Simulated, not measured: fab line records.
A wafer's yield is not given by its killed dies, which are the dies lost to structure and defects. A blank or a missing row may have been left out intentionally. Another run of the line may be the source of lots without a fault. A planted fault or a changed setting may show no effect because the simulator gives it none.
fab line records	flow n5_finfet
record lots=10	wafers=30	last_day=19
route steps=1938 shown BEOL_M3@990 BEOL_M4@1111 PASSIVATION@1936
lots with no fault: from the same line, run without faults
start_h: hours from the record's first day to the start of the lot's first wafer shown	wait_h: hours from the lot's prior step to this one	" as in the row above	L1.1+2: a single row standing in for several wafers	- either no value or no given start	* or withheld: withheld	< > ~ a bound
route shown NAME@n: names a module that has steps shown in the file, with the first one's number in the route	usual: the fault-free wafers' mean and standard deviation	same: alike in all rows	chamber/n: place in a boat	sites: per-site readings	_std_site: standard deviation across them	_edge_site: inner sites' mean taken away from outer sites' mean	radius_mm: how far each site lies from the wafer's centre	mask NAME#n: copy n	behind: the tool/chamber that last shaped the wafer	hold: why the lot went on hold/how many hours it stayed there/how the hold came to an end	device: the n, p or np transistor that did not switch	end of line: the same wafers' tests at the end of the route	a step with no rows: only its recipe	killed: count of dies lost to structure and defects at first sort (not the wafer's yield)	map: per-die view of a wafer (x killed, . not killed, _ where there is no die)
set.NAME: the setting as run; set.NAME@STEP: as run at that earlier step	model.NAME: the simulator's own value behind a step, which no gauge read
steps of the route over a sample of lots; a table a step, a row a wafer
## steps
# step N5_BEOL_M3_PRE_CLEAN_45
# recipe gas=H2/He	time_s=30	temp_c=250
# usual heater_power_w=341/21
lot.wafer	tool	chamber	start_h	wait_h	heater_power_w
L621.3	pvd_sputter-01	-	170.04	0.0	343
L621.4	"	-	"	"	314
L621.5	"	-	"	"	349
L622.2	pvd_sputter-03	-	173.11	0.0	342
L622.3	"	-	"	"	357
L622.5	"	-	"	"	343
L631.2	pvd_sputter-03	-	234.96	0.0	355
L631.3	"	-	"	"	331
L631.4	"	-	"	"	325
L632.2	pvd_sputter-03	-	249.24	0.0	364
L632.3	"	-	"	"	338
L632.4	"	-	"	"	321
L633.1	pvd_sputter-02	-	256.07	0.0	321
L633.3	"	-	"	"	347
L633.5	"	-	"	"	407
L637.1	pvd_sputter-01	-	278.92	0.0	340
L637.2	"	-	"	"	345
L637.3	"	-	"	"	320
L639.2	pvd_sputter-02	-	309.83	0.0	320
L639.3	"	-	"	"	328
L639.4	"	-	"	"	412
L638.1	pvd_sputter-03	-	310.26	0.0	365
L638.2	"	-	"	"	330
L638.4	"	-	"	"	329
L640.3	pvd_sputter-01	-	313.34	0.0	314
L640.4	"	-	"	"	341
L640.5	"	-	"	"	338
L642.2	pvd_sputter-03	-	314.98	0.0	343
L642.4	"	-	"	"	355
L642.6	"	-	"	"	326
# step N5_BEOL_M3_SPUTTER_86
# recipe material=Cu	target_thk_a=45	temp_c=-20	chamber_pressure_pa=0.07	power_w=withheld	time_s=8.29
# usual chamber_pressure_pa=0.06999/0.00013	chuck_gas_flow_sccm=1.27/0.052	throttle_valve_pct=29.3/1.1
lot.wafer	tool	chamber	start_h	wait_h	chamber_pressure_pa	chuck_gas_flow_sccm	throttle_valve_pct
L621.3	pvd_sputter-01	-	173.00	0.1	0.0699	1.18	28.3
L621.4	"	-	"	"	0.0699	1.25	28.9
L621.5	"	-	"	"	0.07016	1.20	28.9
L622.2	pvd_sputter-03	-	174.33	0.1	0.06999	1.28	29.3
L622.3	"	-	"	"	0.07011	1.25	28.9
L622.5	"	-	"	"	0.07012	1.34	29.8
L631.2	pvd_sputter-01	-	236.38	0.1	0.06991	1.33	30.3
L631.3	"	-	"	"	0.07015	1.26	28.4
L631.4	"	-	"	"	0.06989	1.24	30.1
L632.2	pvd_sputter-02	-	250.79	0.1	-	-	-
L632.3	"	-	"	"	-	-	-
L632.4	"	-	"	"	-	-	-
L633.1	pvd_sputter-01	-	257.52	0.1	-	-	-
L633.3	"	-	"	"	-	-	-
L633.5	"	-	"	"	-	-	-
L637.1	pvd_sputter-01	-	280.13	0.1	0.07	1.22	28.4
L637.2	"	-	"	"	0.06994	1.25	30.1
L637.3	"	-	"	"	0.07005	1.34	28.9
L639.2	pvd_sputter-01	-	311.06	0.1	0.07009	1.30	30.2
L639.3	"	-	"	"	0.06999	1.34	28.3
L639.4	"	-	"	"	0.0699	1.22	30.1
L638.1	pvd_sputter-03	-	313.20	0.1	0.06998	1.29	29.8
L638.2	"	-	"	"	0.07015	1.22	29.9
L638.4	"	-	"	"	0.07006	1.28	30.0
L640.3	pvd_sputter-01	-	314.76	0.1	0.07005	1.29	28.3
L640.4	"	-	"	"	0.07006	1.36	30.1
L640.5	"	-	"	"	0.06997	1.33	30.2
L642.2	pvd_sputter-02	-	316.33	0.1	0.07012	1.24	28.4
L642.4	"	-	"	"	0.07014	1.26	30.2
L642.6	"	-	"	"	0.0699	1.33	30.5
# step N5_BEOL_M3_SPUTTER_88
# recipe material=Cu	target_thk_a=45	temp_c=-20	chamber_pressure_pa=0.07	power_w=withheld	time_s=8.29
# usual chamber_pressure_pa=0.07001/0.00017	chuck_gas_flow_sccm=1.26/0.055	throttle_valve_pct=29.2/1.1
lot.wafer	tool	chamber	start_h	wait_h	chamber_pressure_pa	chuck_gas_flow_sccm	throttle_valve_pct
L621.3	pvd_sputter-01	-	173.22	0.1	0.07006	1.29	28.4
L621.4	"	-	"	"	0.07	1.33	28.8
L621.5	"	-	"	"	0.07001	1.24	28.7
L622.2	pvd_sputter-03	-	174.55	0.1	0.07017	1.26	29.5
L622.3	"	-	"	"	0.07013	1.19	28.8
L622.5	"	-	"	"	0.07008	1.19	30.3
L631.2	pvd_sputter-01	-	240.77	4.2	0.07002	1.34	30.2
L631.3	"	-	"	"	0.07016	1.17	28.4
L631.4	"	-	"	"	0.07013	1.19	30.1
L632.2	pvd_sputter-02	-	251.01	0.1	0.06999	1.36	26.9
L632.3	"	-	"	"	0.06983	1.22	30.5
L632.4	"	-	"	"	0.0702	1.34	30.4
L633.1	pvd_sputter-01	-	257.74	0.1	0.07032	1.22	30.3
L633.3	"	-	"	"	0.07004	1.20	28.3
L633.5	"	-	"	"	0.07002	1.17	29.2
L637.1	pvd_sputter-01	-	280.35	0.1	0.07007	1.25	28.1
L637.2	"	-	"	"	0.06997	1.17	30.2
L637.3	"	-	"	"	0.06997	1.22	28.9
L639.2	pvd_sputter-01	-	311.28	0.1	0.06997	1.17	30.3
L639.3	"	-	"	"	0.06996	1.26	28.1
L639.4	"	-	"	"	0.06999	1.37	30.1
L638.1	pvd_sputter-03	-	313.42	0.1	0.06945	1.18	29.8
L638.2	"	-	"	"	0.07007	1.27	29.8
L638.4	"	-	"	"	0.06969	1.30	29.7
L640.3	pvd_sputter-01	-	314.98	0.1	0.06994	1.28	28.3
L640.4	"	-	"	"	0.0702	1.25	30.3
L640.5	"	-	"	"	0.07004	1.31	30.4
L642.2	pvd_sputter-02	-	316.55	0.1	0.06963	1.25	28.3
L642.4	"	-	"	"	0.07029	1.29	30.5
L642.6	"	-	"	"	0.06999	1.23	30.3
# step N5_BEOL_M3_SPUTTER_92
# recipe material=Cu	target_thk_a=45	temp_c=-20	chamber_pressure_pa=0.07	power_w=withheld	time_s=8.29
# usual chamber_pressure_pa=0.07/0.00015	chuck_gas_flow_sccm=1.27/0.051	throttle_valve_pct=29.3/1.1
lot.wafer	tool	chamber	start_h	wait_h	chamber_pressure_pa	chuck_gas_flow_sccm	throttle_valve_pct
L621.3	pvd_sputter-01	-	173.66	0.1	0.06996	1.21	28.7
L621.4	"	-	"	"	0.07027	1.30	28.8
L621.5	"	-	"	"	0.07015	1.39	29.0
L622.2	pvd_sputter-03	-	174.99	0.1	0.06981	1.26	29.1
L622.3	"	-	"	"	0.07028	1.27	29.1
L622.5	"	-	"	"	0.06975	1.20	29.9
L631.2	pvd_sputter-01	-	241.21	0.1	0.06974	1.30	30.2
L631.3	"	-	"	"	0.07	1.32	28.4
L631.4	"	-	"	"	0.06995	1.31	29.9
L632.2	pvd_sputter-02	-	251.45	0.1	0.07014	1.31	26.7
L632.3	"	-	"	"	0.07006	1.34	30.5
L632.4	"	-	"	"	0.06966	1.27	30.5
L633.1	pvd_sputter-01	-	258.18	0.1	0.06993	1.27	30.5
L633.3	"	-	"	"	0.06986	1.28	28.5
L633.5	"	-	"	"	0.07005	1.25	28.7
L637.1	pvd_sputter-01	-	280.79	0.1	0.06998	1.27	28.5
L637.2	"	-	"	"	0.07001	1.26	30.1
L637.3	"	-	"	"	0.07002	1.36	29.0
L639.2	pvd_sputter-01	-	311.72	0.1	0.06992	1.29	30.3
L639.3	"	-	"	"	0.06991	1.25	28.5
L639.4	"	-	"	"	0.07013	1.23	30.2
L638.1	pvd_sputter-03	-	313.86	0.1	0.07022	1.33	29.9
L638.2	"	-	"	"	0.07002	1.23	29.3
L638.4	"	-	"	"	0.07022	1.20	30.0
L640.3	pvd_sputter-01	-	315.42	0.1	0.07018	1.27	28.5
L640.4	"	-	"	"	0.07022	1.26	30.2
L640.5	"	-	"	"	0.07029	1.24	30.3
L642.2	pvd_sputter-02	-	316.99	0.1	0.0701	1.20	28.2
L642.4	"	-	"	"	0.0701	1.25	30.3
L642.6	"	-	"	"	0.06991	1.26	30.7
# step N5_BEOL_M4_RC_MEAS_101
# usual DIBL_N=36.8/1.9	DIBL_P=36.5/2.1	IOFF_N=0.17/0.038	IOFF_P=0.22/0.039	ION_N=675/12	ION_P=463/7.4	SS_N=71.6/0.71	SS_P=73.4/0.72	VT_N=249/3.3	VT_P=-250/3.3
lot.wafer	tool	chamber	start_h	wait_h	DIBL_N[mV/V]	DIBL_P[mV/V]	IOFF_N[nA/um]	IOFF_P[nA/um]	ION_N[uA/um]	ION_P[uA/um]	SS_N[mV/dec]	SS_P[mV/dec]	VT_N[mV]	VT_P[mV]
L621.3	prober-02	0	195.06	0.3	37.8	37.4	0.19	0.25	672	461	71.9	73.3	248	-249
L621.4	"	0	"	"	36.4	36.3	0.17	0.23	678	465	71.3	73.2	248	-247
L621.5	"	0	"	"	37.7	38.7	0.19	0.27	684	472	71.3	73.7	242	-244
L622.2	prober-01	0	195.36	0.2	34.4	35.3	0.14	0.19	671	453	70.9	73.0	250	-252
L622.3	"	0	"	"	33.6	34.6	0.13	0.18	657	455	71.0	72.9	252	-251
L622.5	"	0	"	"	34.9	35.1	0.15	0.19	670	455	70.8	73.9	253	-251
L631.2	prober-01	0	262.78	0.2	35.2	34.2	0.15	0.18	670	458	70.6	72.4	249	-252
L631.3	"	0	"	"	40.4	39.5	0.26	0.29	674	458	72.3	73.7	245	-247
L631.4	"	0	"	"	34.9	35.6	0.14	0.21	678	480	70.3	72.1	250	-248
L632.2	prober-01	0	282.60	0.2	35.1	33.2	0.13	0.17	676	463	70.5	72.2	252	-254
L632.3	"	0	"	"	36.4	34.4	0.14	0.18	662	455	71.1	73.1	252	-251
L632.4	"	0	"	"	36.0	34.9	0.13	0.19	670	463	70.7	72.9	253	-251
L633.1	prober-01	0	287.35	0.0	39.0	37.3	0.23	0.27	668	461	73.2	73.8	247	-244
L633.3	"	0	"	"	34.7	34.8	0.14	0.23	682	480	70.9	73.4	251	-248
L633.5	"	0	"	"	41.0	40.3	0.31	0.33	682	470	72.9	75.1	242	-243
L637.1	prober-01	0	313.53	0.0	41.5	43.1	0.26	0.28	693	473	73.3	75.2	244	-251
L637.2	"	0	"	"	37.3	37.8	0.15	0.19	673	458	71.5	74.0	253	-255
L637.3	"	0	"	"	36.6	36.4	0.14	0.17	672	455	71.4	73.0	254	-256
L639.2	prober-02	0	330.36	0.2	34.5	33.5	0.12	0.15	681	463	70.7	72.4	252	-252
L639.3	"	0	"	"	35.6	34.9	0.13	0.17	677	462	71.7	73.2	254	-253
L639.4	"	0	"	"	36.0	35.2	0.15	0.17	676	456	72.1	73.9	250	-254
L642.2	prober-01	0	333.07	0.2	36.3	35.6	0.14	0.21	661	463	71.8	72.3	252	-248
L642.4	"	0	"	"	36.0	34.3	0.12	0.19	661	462	70.5	72.2	254	-251
L642.6	"	0	"	"	35.1	33.1	0.12	0.18	654	457	70.5	72.3	254	-250
L638.1	prober-02	0	333.13	0.0	36.7	36.4	0.19	0.22	697	480	71.0	73.7	246	-250
L638.2	"	0	"	"	39.4	38.8	0.23	0.25	711	477	70.9	73.0	242	-249
L638.4	"	0	"	"	39.3	39.0	0.24	0.25	712	474	71.5	74.3	244	-249
L640.3	prober-01	0	338.31	0.3	36.0	36.2	0.15	0.20	674	460	71.2	72.9	249	-252
L640.4	"	0	"	"	39.1	39.6	0.19	0.25	679	459	72.2	74.1	246	-249
L640.5	"	0	"	"	37.1	37.7	0.17	0.24	675	464	72.1	73.0	249	-252
# step N5_PASSIVATION_PROBE_49
# usual defect_limited_yield=91.3/1.4	killed_at_M0_to_M3=33/11	killed_at_M4_up=15/6.2	killed_at_contacts=13/6.5	killed_at_front_end=38/11	killed_at_other=3.4/2.6	killed_dies=102/17	killed_open=67/12	killed_short=34/7.9	sort_bin_4_leakage=0.00/0.022	sort_bin_5_function=5.1/0.88	sort_bin_6_memory=3.3/0.65	sort_bin_8_speed=0.00/0.0099	sort_n_pass=1078/17	sort_yield_pct=91.3/1.4
# same gross_dies=1180	killed_at_back_side=0
lot.wafer	tool	chamber	start_h	wait_h	defect_limited_yield[%]	killed_at_M0_to_M3	killed_at_M4_up	killed_at_contacts	killed_at_front_end	killed_at_other	killed_dies	killed_open	killed_short	sort_bin_4_leakage[%]	sort_bin_5_function[%]	sort_bin_6_memory[%]	sort_bin_8_speed[%]	sort_n_pass	sort_yield_pct[%]
L632.2	prober-02	-	388.89	0.1	93.7	27	9	5	29	4	74	40	28	0	4.2	2.1	0	1106	93.7
L632.3	prober-02	-	388.94	0.1	91.7	34	18	18	25	3	98	64	29	0	4.9	3.1	0	1082	91.7
L632.4	prober-02	-	388.99	0.2	91.8	37	6	17	36	1	97	63	28	0	4.6	3.5	0	1083	91.8
L633.1	prober-01	-	391.87	0.0	92.4	35	13	8	33	1	90	57	23	0	4.2	3.1	0	1090	92.4
L633.3	prober-01	-	391.97	0.1	92.0	35	12	9	37	1	94	66	26	0	4.6	3.1	0	1086	92.0
L633.5	prober-01	-	392.07	0.2	91.9	40	14	7	30	5	96	64	24	0.25	3.9	4.0	0	1081	91.6
L639.2	prober-02	-	434.81	0.8	93.1	31	11	4	25	11	82	44	36	0	4.8	1.9	0	1098	93.1
L639.3	prober-02	-	434.86	0.8	91.6	26	12	16	34	11	99	69	28	0	4.7	3.6	0	1081	91.6
L639.4	prober-02	-	434.91	0.9	91.6	16	17	25	34	7	99	64	32	0	5.9	1.7	0	1081	91.6
L638.1	prober-02	-	435.84	0.0	91.5	26	12	16	42	4	100	72	28	0	4.7	3.6	0	1080	91.5
L638.2	prober-02	-	435.89	0.1	89.2	39	10	19	55	5	128	73	45	0	5.9	4.2	0	1052	89.2
L638.4	prober-02	-	435.99	0.2	91.5	33	5	17	44	1	100	63	31	0	4.7	3.2	0	1080	91.5
L642.2	prober-01	-	449.98	0.1	90.9	34	16	8	43	6	107	74	33	0	5.1	3.8	0	1073	90.9
L642.4	prober-01	-	450.08	0.2	91.0	42	14	18	29	3	106	72	34	0	4.7	4.1	0	1074	91.0
L642.6	prober-01	-	450.18	0.3	90.7	32	25	5	39	9	110	67	43	0	6.0	3.1	0	1070	90.7
L640.3	prober-02	-	455.84	0.1	94.4	27	9	6	22	2	66	41	25	0	3.1	2.5	0	1114	94.4
L640.4	prober-02	-	455.89	0.2	93.6	26	14	4	31	1	76	52	24	0	3.7	2.6	0	1104	93.6
L640.5	prober-02	-	455.94	0.2	93.7	24	22	6	22	0	74	43	31	0	3.6	2.5	0	1106	93.7
# killed by level:class
L632.2 FIN_SAQP:geometric_particle:short=10 FIN_SAQP:geometric_particle:open=8 BEOL_M0:geometric_particle:short=7 DUMMY_GATE:geometric_particle:open=4 BEOL_M0:geometric_particle:open=4 MOL_CONTACT_COAG:geometric_particle:open=3 BEOL_M3:geometric_particle:open=3 BEOL_M0_SAQP:geometric_particle:open=3
L632.3 MOL_CONTACT_COAG:geometric_particle:open=16 BEOL_M2:geometric_particle:open=9 BEOL_M0_SAQP:geometric_particle:open=8 DUMMY_GATE:geometric_particle:open=7 BEOL_M4:geometric_particle:open=7 BEOL_M0_SAQP:geometric_particle:short=5 FIN_SAQP:geometric_particle:short=4 BEOL_M3:interface_void_opened=4
L632.4 MOL_CONTACT_COAG:geometric_particle:open=15 FIN_SAQP:geometric_particle:open=14 BEOL_M2:geometric_particle:open=10 FIN_SAQP:geometric_particle:short=8 BEOL_M1:geometric_particle:open=6 BEOL_M3:interface_void_opened=6 STARTING-WAFER:geometric_particle:short=5 BEOL_M0_SAQP:geometric_particle:short=4
L633.1 STI_FIN_REVEAL:geometric_particle:open=10 BEOL_M3:interface_void_opened=10 FIN_SAQP:geometric_particle:open=7 MOL_CONTACT_COAG:geometric_particle:open=7 BEOL_M1:geometric_particle:open=5 BEOL_M2:geometric_particle:open=5 BEOL_M0_SAQP:geometric_particle:short=4 BEOL_M3:geometric_particle:open=4
L633.3 STI_FIN_REVEAL:geometric_particle:open=11 BEOL_M1:geometric_particle:open=11 MOL_CONTACT_COAG:geometric_particle:open=8 BEOL_M2:geometric_particle:open=8 BEOL_M2:geometric_particle:short=6 FIN_SAQP:geometric_particle:short=5 DUMMY_GATE:geometric_particle:open=5 FIN_SAQP:geometric_particle:open=4
L633.5 BEOL_M0_SAQP:geometric_particle:open=8 BEOL_M3:interface_void_opened=8 BEOL_M1:geometric_particle:open=8 STARTING-WAFER:geometric_particle:open=7 MOL_CONTACT_COAG:geometric_particle:open=5 STI_FIN_REVEAL:geometric_particle:open=4 GATE_CUT:geometric_particle:short=4 BEOL_M1:geometric_particle:short=4
L639.2 BEOL_M0_SAQP:geometric_particle:short=12 STI_FIN_REVEAL:geometric_particle:open=7 BEOL_M0_SAQP:geometric_particle:open=6 BEOL_M4:geometric_particle:open=6 PASS1_CAP:geometric_particle:short=5 BEOL_M2:geometric_particle:open=5 STARTING-WAFER:geometric_particle:short=5 PASS1_CAP:geometric_particle:open=4
L639.3 MOL_CONTACT_COAG:geometric_particle:open=13 STI_FIN_REVEAL:geometric_particle:open=9 BEOL_M2:geometric_particle:open=9 FIN_SAQP:geometric_particle:short=8 BEOL_M4:geometric_particle:open=6 BEOL_M0_SAQP:geometric_particle:open=6 PASS1_CAP:geometric_particle:open=5 DUMMY_GATE:geometric_particle:open=3
L639.4 MOL_CONTACT_COAG:geometric_particle:open=20 STI_FIN_REVEAL:geometric_particle:open=11 BEOL_M4:geometric_particle:open=7 FIN_SAQP:geometric_particle:short=6 MOL_CONTACT_COAG:geometric_particle:short=5 PASS1_CAP:geometric_particle:short=4 STI_FIN_REVEAL:geometric_particle:short=3 BEOL_M0_SAQP:geometric_particle:open=3
L638.1 FIN_SAQP:geometric_particle:open=13 MOL_CONTACT_COAG:geometric_particle:open=11 BEOL_M2:geometric_particle:open=10 BEOL_M4:geometric_particle:open=6 FIN_SAQP:geometric_particle:short=5 GATE_CUT:geometric_particle:short=5 GATE_CUT:geometric_particle:open=5 MOL_CONTACT_COAG:geometric_particle:short=5
L638.2 MOL_CONTACT_COAG:geometric_particle:open=16 FIN_SAQP:geometric_particle:short=13 FIN_SAQP:geometric_particle:open=9 GATE_CUT:geometric_particle:short=9 BEOL_M2:geometric_particle:open=9 BEOL_M3:geometric_particle:open=8 HKMG_FIN:area_etch=8 BEOL_M1:geometric_particle:open=7
L638.4 MOL_CONTACT_COAG:geometric_particle:open=14 FIN_SAQP:geometric_particle:open=9 BEOL_M2:geometric_particle:open=7 STI_FIN_REVEAL:geometric_particle:open=6 BEOL_M0_SAQP:geometric_particle:short=6 FIN_SAQP:geometric_particle:short=5 BEOL_M0_SAQP:geometric_particle:open=5 BEOL_M0:geometric_particle:open=5
L642.2 FIN_SAQP:geometric_particle:short=11 BEOL_M2:geometric_particle:open=11 FIN_SAQP:geometric_particle:open=9 MOL_CONTACT_COAG:geometric_particle:open=7 BEOL_M4:geometric_particle:open=7 STI_FIN_REVEAL:geometric_particle:open=5 BEOL_M3:geometric_particle:open=5 BEOL_M1:geometric_particle:open=5
L642.4 MOL_CONTACT_COAG:geometric_particle:open=14 BEOL_M3:geometric_particle:open=13 DUMMY_GATE:geometric_particle:open=9 BEOL_M2:geometric_particle:open=7 BEOL_M1:geometric_particle:open=5 FIN_SAQP:geometric_particle:short=4 GATE_CUT:geometric_particle:short=4 MOL_CONTACT_COAG:geometric_particle:short=4
L642.6 DUMMY_GATE:geometric_particle:open=9 FIN_SAQP:geometric_particle:short=8 BEOL_M4:geometric_particle:open=8 BEOL_M2:geometric_particle:open=8 FIN_SAQP:geometric_particle:open=7 BEOL_M2:geometric_particle:short=6 GATE_CUT:geometric_particle:short=5 MOL_CONTACT_COAG:geometric_particle:open=5
L640.3 BEOL_M2:geometric_particle:open=7 GATE_CUT:geometric_particle:short=6 BEOL_M3:geometric_particle:open=6 BEOL_M1:geometric_particle:open=5 MOL_CONTACT_COAG:geometric_particle:open=4 FIN_SAQP:geometric_particle:open=3 BEOL_M0_SAQP:geometric_particle:short=3 BEOL_M4:geometric_particle:open=3
L640.4 BEOL_M1:geometric_particle:open=10 FIN_SAQP:geometric_particle:open=6 DUMMY_GATE:geometric_particle:open=6 STARTING-WAFER:geometric_particle:short=6 BEOL_M4:geometric_particle:open=4 BEOL_M3:geometric_particle:open=4 STARTING-WAFER:geometric_particle:open=4 DUMMY_GATE:geometric_particle:short=3
L640.5 BEOL_M4:geometric_particle:open=10 FIN_SAQP:geometric_particle:short=8 BEOL_M0_SAQP:geometric_particle:short=5 BEOL_M0_SAQP:geometric_particle:open=4 BEOL_M1:geometric_particle:open=4 BEOL_M3:geometric_particle:open=4 BEOL_M7:geometric_particle:open=4 GATE_CUT:geometric_particle:short=3
## key
first_sign step=N5_BEOL_M3_SPUTTER_86	reading=tool_record	direction=missing
effect none on later readings
met_at N5_BEOL_M3_SPUTTER_86
struck_lots L632,L633
not_acting_at N5_BEOL_M3_PRE_CLEAN_45,N5_BEOL_M3_SPUTTER_88,N5_BEOL_M3_SPUTTER_92
onset_between 236.38 250.79
fault kind=skipped_step_whole	tool=pvd_sputter-01,pvd_sputter-02	chamber=-	onset_h=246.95	steps=N5_BEOL_M3_SPUTTER_86	scope=struck_lots_only
